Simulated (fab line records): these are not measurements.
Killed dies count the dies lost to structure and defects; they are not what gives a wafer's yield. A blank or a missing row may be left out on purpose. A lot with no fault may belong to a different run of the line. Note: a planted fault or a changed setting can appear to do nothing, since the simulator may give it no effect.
Problem report in the 8D (eight disciplines) form, filled by code + flow nand-harc + the parts of the form that need people (team, actions taken, sign-off) are left out

== 1. WHAT IS WRONG ==
Mean of tube-center-temp-C at NHARC_A_CHANNEL_FILL_D2_ANNEAL_22: 606 C across 6 wafers in 2 lots; on wafers with no fault it is 620 C (standard deviation 0.054). That is -99 or more standard deviations from the usual mean.
The step: time 7200 s.
First observed at day 16 06:47: wafer L310.1, on furnace-01. Wafers with a number at this step in the record: 33, from 11 lots. By rule, "out" or "out of limits" means more than 4 standard deviations away from the usual mean. All remaining wafers that have a number are taken as sound.

== 2. WHAT IT IS AND WHAT IT IS NOT ==
| question                    | is                                                                                                                                   | is not                                                                                                  |
|-----------------------------|--------------------------------------------------------------------------------------------------------------------------------------|---------------------------------------------------------------------------------------------------------|
| which readings at this step | tube-center-temp-C, spike-tc-bottom-C, spike-tc-centre-C, spike-tc-lower-C, spike-tc-top-C, spike-tc-upper-C, tube_center_temp_C_max | zone-power-upper-pct                                                                                    |
| which lots                  | L310, L311                                                                                                                           | L308, L309, L320, L322, L325, L326, L327, L328, L329                                                    |
| which wafers of those lots  | all that have a number                                                                                                               | -                                                                                                       |
| read on which tools         | furnace-01                                                                                                                           | furnace-04, furnace-05                                                                                  |
| when                        | from day 16 06:47                                                                                                                    | up to then (6 sound wafers); but 21 sound wafers of L320, L322, L325, L326, L327, L328, L329 came after |

== 3. WHAT RULES OUT EACH SUSPECT ==
Counting: a tool at a process step up to the reading stays a suspect if it ran every lot that is out and no sound lot after the first of them.
- ald-hk-03 at NHARC_A_CHANNEL_FILL_D2_ALD_14 (deposits SiO2, target thk 2.5 nm, pulse time 10 s, ald cycles 25): ruled out as a lasting fault. After its first lot that is out, L310 (day 15 05:43), sound lots L320 ran on it.
- furnace-01 at NHARC_A_CHANNEL_FILL_D2_ANNEAL_22 (time 7200 s): ruled out as a lasting fault. After its first lot that is out, L310 (day 16 06:47), sound lots L326 ran on it.
Left after counting: nothing in the record.

== 4. THE CAUSE (what the simulator had put in) ==
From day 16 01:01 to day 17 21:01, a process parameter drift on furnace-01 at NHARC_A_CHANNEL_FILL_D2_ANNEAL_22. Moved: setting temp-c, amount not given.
Counting ruled it out, wrongly.

== 5. SEQUENCE OF EFFECTS, ordered by route ==
Each row: a reading whose mean over the struck wafers that have a number lies more than 3 standard deviations from the usual. Only readings for which the record gives a usual standard deviation are gone through. hours: the time from each lot's start at the first step in this table that gives one to its start at this step, as a median over the lots. sigmas: the change in usual standard deviations.
| hours | step                              | reading                | usual   | on struck wafers | change | sigmas      |
|-------|-----------------------------------|------------------------|---------|------------------|--------|-------------|
| 0     | NHARC_A_CHANNEL_FILL_D2_ANNEAL_22 | spike-tc-bottom-C      | 644.1 C | 632.5            | -11.6  | -5.8        |
| 0     | NHARC_A_CHANNEL_FILL_D2_ANNEAL_22 | spike-tc-centre-C      | 620.4 C | 606.4            | -14.0  | -15         |
| 0     | NHARC_A_CHANNEL_FILL_D2_ANNEAL_22 | spike-tc-lower-C       | 620.3 C | 606.1            | -14.2  | -15         |
| 0     | NHARC_A_CHANNEL_FILL_D2_ANNEAL_22 | spike-tc-top-C         | 639.0 C | 627.3            | -11.7  | -6.1        |
| 0     | NHARC_A_CHANNEL_FILL_D2_ANNEAL_22 | spike-tc-upper-C       | 620.3 C | 604.7            | -15.6  | -12         |
| 0     | NHARC_A_CHANNEL_FILL_D2_ANNEAL_22 | tube-center-temp-C     | 620 C   | 606              | -14    | -99 or more |
| 0     | NHARC_A_CHANNEL_FILL_D2_ANNEAL_22 | tube_center_temp_C_max | 621.61  | 607.52           | -14.09 | -54         |
Process steps it contains:
- NHARC_A_CHANNEL_FILL_D2_ANNEAL_22: time 7200 s.

== 6. HOW IT WOULD HAVE BEEN CAUGHT EARLIER ==
In this record the first reading out of limits was taken at day 16 06:47, 6 hours after the fault began at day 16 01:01.
